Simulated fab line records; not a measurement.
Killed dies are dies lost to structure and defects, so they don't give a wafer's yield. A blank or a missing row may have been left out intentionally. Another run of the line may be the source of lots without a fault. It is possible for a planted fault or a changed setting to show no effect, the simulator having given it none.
What tool caused it?	flow n5_finfet	24 wafers from 8 lots sampled at 6 of the route's 1938 steps

## WHAT THE GAUGES READ, wafer by wafer
N5_SD_EPI_P_INSPECT_26: inspects for defects (darkfield).
lot	measured	on	raw_defect_count
L804	day 4 08:41	defect_inspect-02	209 199 194
L806	day 5 01:39	defect_inspect-02	174 148 143
L807	day 5 09:10	defect_inspect-01	192 198 194
L809	day 5 16:12	defect_inspect-01	165 245 169
L814	day 7 00:23	defect_inspect-02	98 149 129
L820	day 8 08:28	defect_inspect-02	107 109 107
L821	day 8 16:56	defect_inspect-02	171 494 434
L823	day 9 08:05	defect_inspect-02	123 137 143

N5_BEOL_M4_RC_MEAS_101.
lot	measured	on	DIBL_N (mV/V)	DIBL_P (mV/V)	IOFF_N (nA/um)	IOFF_P (nA/um)	ION_N (uA/um)	ION_P (uA/um)	SS_N (mV/dec)	SS_P (mV/dec)	VT_N (mV)	VT_P (mV)
L804	day 8 17:25	prober-02	35.5 34.8 36.0	34.7 33.8 35.1	0.126 0.121 0.137	0.169 0.164 0.182	658 664 672	450 457 459	70.6 69.9 70.4	72.4 72.7 72.3	250.9 252.8 252.8	-255.3 -255.6 -254.5
L806	day 9 12:39	prober-02	36.5 37.4 37.1	35.8 37.8 37.4	0.158 0.188 0.198	0.203 0.239 0.240	669 675 683	459 459 466	71.6 71.5 71.6	73.5 73.4 74.4	249.0 248.5 248.4	-249.5 -247.8 -247.9
L807	day 9 19:53	prober-01	34.3 35.1 35.0	34.7 35.5 35.4	0.129 0.140 0.140	0.158 0.175 0.171	664 679 663	450 461 454	71.2 71.3 71.4	73.6 73.3 73.3	252.9 248.6 249.8	-256.2 -252.5 -253.8
L809	day 9 20:49	prober-01	33.8 35.2 34.6	34.7 36.6 35.9	0.146 0.172 0.155	0.179 0.209 0.190	678 687 675	463 463 458	72.2 71.7 71.3	72.4 73.4 72.8	247.6 244.4 248.9	-253.7 -249.4 -251.1
L814	day 11 15:14	prober-02	36.4 37.0 35.9	35.7 36.8 36.1	0.165 0.178 0.161	0.181 0.193 0.187	666 674 671	457 456 455	72.0 71.8 70.9	73.6 74.2 73.5	247.4 249.3 249.5	-253.8 -253.1 -253.2
L820	day 12 14:43	prober-02	36.8 38.2 37.9	37.2 37.8 37.5	0.177 0.200 0.186	0.220 0.232 0.225	679 688 680	460 462 467	72.2 71.8 72.0	73.3 73.2 72.1	249.4 247.3 247.4	-250.5 -247.2 -249.5
L821	day 12 20:45	prober-02	34.3 35.8 36.0	35.7 36.9 37.6	0.117 0.135 0.138	0.192 0.214 0.222	663 666 673	461 463 467	71.9 71.0 71.6	72.9 73.7 73.1	254.1 254.6 254.9	-252.3 -249.9 -250.0
L823	day 13 22:22	prober-01	37.1 36.0 35.0	36.4 35.6 34.3	0.166 0.143 0.132	0.217 0.202 0.178	679 674 662	465 463 457	71.8 71.9 71.6	73.3 73.1 73.4	250.1 250.6 251.1	-246.2 -248.4 -248.6

## TOOL THAT RAN EACH LOT (tool first, then ch and the chambers of the sampled wafers, then the start)
lot	N5_SD_EPI_P_ETCH_36	N5_SD_EPI_P_ETCH_47	N5_SD_EPI_P_STRIP_40	N5_ILD0_CMP_12
L804	rie_diel-02 ch 0,1, day 4 05:01	rie_diel-02 ch 0,1, day 4 05:29	plasma_asher-02 ch 0,1, day 4 05:50	cmp-03 ch 0,2, day 4 15:50
L806	rie_diel-03 ch 1,2,3, day 4 21:56	rie_diel-03 ch 1,2,3, day 4 22:25	plasma_asher-01 ch 0,1, day 4 22:44	cmp-03 ch 0,1,3, day 5 08:29
L807	rie_diel-02 ch 1,2,3, day 5 04:39	rie_diel-02 ch 1,2,3, day 5 05:08	plasma_asher-02 ch 0,1, day 5 05:27	cmp-04 ch 0,2,3, day 5 16:11
L809	rie_diel-03 ch 2,3, day 5 12:29	rie_diel-03 ch 2,3, day 5 12:58	plasma_asher-02 ch 0, day 5 13:17	cmp-02 ch 1,2,3, day 5 23:08
L814	rie_diel-06 ch 2,3, day 6 20:41	rie_diel-06 ch 2,3, day 6 21:10	plasma_asher-01 ch 0,1, day 6 21:29	cmp-03 ch 2,3, day 7 07:24
L820	rie_diel-02 ch 1,2,3, day 8 04:39	rie_diel-02 ch 1,2,3, day 8 05:08	plasma_asher-02 ch 0,1, day 8 05:27	cmp-02 ch 0,2,3, day 8 15:52
L821	rie_diel-03 ch 0,2, day 8 13:16	rie_diel-03 ch 0,2, day 8 13:44	plasma_asher-01 ch 0,1, day 8 14:04	cmp-03 ch 0,1,2, day 9 00:09
L823	rie_diel-06 ch 0,3, day 9 04:25	rie_diel-06 ch 0,3, day 9 04:53	plasma_asher-02 ch 0,1, day 9 05:12	cmp-02 ch 2,3, day 9 16:11
- N5_SD_EPI_P_ETCH_36: etches SiARC in CF4, target depth 45.5 nm, time 75.8 s.
- N5_SD_EPI_P_ETCH_47: etches SiOCN in CH3F/O2, target depth 25 nm.
- N5_SD_EPI_P_STRIP_40: strips in N2/H2.
- N5_ILD0_CMP_12: polishes SiNx, stops on poly-Si, t overpolish 6 s, target thk 17.67 nm.

## AS READ BY THE TOOLS THEMSELVES (means over the sampled wafers that have a number; for cases with no such wafer, the mark the record gives instead)
N5_SD_EPI_P_ETCH_36.
lot	tool	bias_w (W)	drypump_motor_current_A (A)	etch_rf_on_time_s (s)	oes_product_au (a.u.)	rf_vpp_V (V)	showerhead_plenum_p_Torr (Torr)	throttle_valve_pct (%)
L804	rie_diel-02	35.97	6.1	76.3	0.71	185.6	2.26	15.25
L806	rie_diel-03	36.01	5.6	77.0	0.64	184.5	2.14	15.80
L807	rie_diel-02	35.91	6.0	76.3	0.63	183.8	2.11	15.70
L809	rie_diel-03	35.93	5.4	77.4	0.61	183.0	2.10	15.87
L814	rie_diel-06	36.04	5.6	76.2	0.74	186.0	2.23	15.35
L820	rie_diel-02	36.06	6.0	74.4	0.70	183.8	2.19	15.57
L821	rie_diel-03	35.99	6.2	75.5	0.72	183.9	2.09	15.55
L823	rie_diel-06	35.93	5.9	76.9	0.61	183.8	2.16	15.64

N5_SD_EPI_P_ETCH_47.
lot	tool	bias_w (W)	drypump_motor_current_A (A)	oes_product_au (a.u.)	rf_vpp_V (V)	showerhead_plenum_p_Torr (Torr)	throttle_valve_pct (%)
L804	rie_diel-02	29.09	6.1	0.86	129.5	2.11	15.95
L806	rie_diel-03	29.07	5.5	0.74	127.6	2.00	16.51
L807	rie_diel-02	28.96	6.0	0.74	127.6	1.97	16.41
L809	rie_diel-03	29.01	5.3	0.72	128.5	1.96	16.59
L814	rie_diel-06	29.07	5.6	0.86	127.0	2.09	16.07
L820	rie_diel-02	28.93	6.0	0.82	128.5	2.04	16.28
L821	rie_diel-03	28.96	6.2	0.85	129.1	1.95	16.25
L823	rie_diel-06	28.98	5.9	0.72	125.8	2.01	16.35

N5_SD_EPI_P_STRIP_40.
lot	tool	drypump_motor_current_A (A)	h2_flow_sccm (sccm)	heater_power_w (W)	oes_product_au (a.u.)
L804	plasma_asher-02	6.43	3244	321	0.758
L806	plasma_asher-01	5.78	3249	308	0.761
L807	plasma_asher-02	6.45	3255	331	0.762
L809	plasma_asher-02	6.38	3236	335	0.756
L814	plasma_asher-01	5.81	3252	305	0.754
L820	plasma_asher-02	6.39	3252	330	0.759
L821	plasma_asher-01	5.77	3248	313	0.762
L823	plasma_asher-02	6.43	3242	328	0.755

N5_ILD0_CMP_12.
lot	tool	motor_current_A (A)	overpolish_run_s (s)	pad_life_wafers	time_to_endpoint_s (s)
L804	cmp-03	9.2	5.991	865	26.6
L806	cmp-03	9.6	6.003	986	28.2
L807	cmp-04	9.0	6.003	512	29.3
L809	cmp-02	9.0	6.007	1988	29.6
L814	cmp-03	9.7	5.997	1380	28.2
L820	cmp-02	9.1	6.008	482	33.2
L821	cmp-03	9.0	6.002	1694	31.9
L823	cmp-02	8.6	5.992	662	30.2

## THE ANSWER, worked out from the rows above alone
Rule: the usual values come from the lots themselves. Put in order of their means at a reading, lots are off if they are a third of the lots or fewer, leave a main group of 4 or more, and stand apart from it by a gap of 3 or more times the standard deviation of the main group's means; of several such gaps the widest counts. A main group is skipped when, at the precision printed for the reading in the tables above, its means are all equal. A lot without any number at a reading at which 4 lots or more have one is off too. Where the step has rows for the other lots, those lots are counted as sound. After the gauges, taken in route order, come the tools' own readings; for these a lot's mean is taken, as printed above. The first step at which some lot is off is used, and at that step the reading that is off furthest; a lot without a number counts as furthest.
Off: L821 (N5_SD_EPI_P_INSPECT_26, raw_defect_count). The main group has a mean of 159 with a standard deviation of 35.
A tool fits if, at a process step before that reading, it ran every lot that is off, and no sound lot after the first of them. The gauges at N5_SD_EPI_P_INSPECT_26 are tried like those tools. 2 tools fit, rie_diel-03 at N5_SD_EPI_P_ETCH_36 and N5_SD_EPI_P_ETCH_47 and plasma_asher-01 at N5_SD_EPI_P_STRIP_40, so this cannot tell which one it is.

## WHAT WAS PUT IN BY THE SIMULATOR
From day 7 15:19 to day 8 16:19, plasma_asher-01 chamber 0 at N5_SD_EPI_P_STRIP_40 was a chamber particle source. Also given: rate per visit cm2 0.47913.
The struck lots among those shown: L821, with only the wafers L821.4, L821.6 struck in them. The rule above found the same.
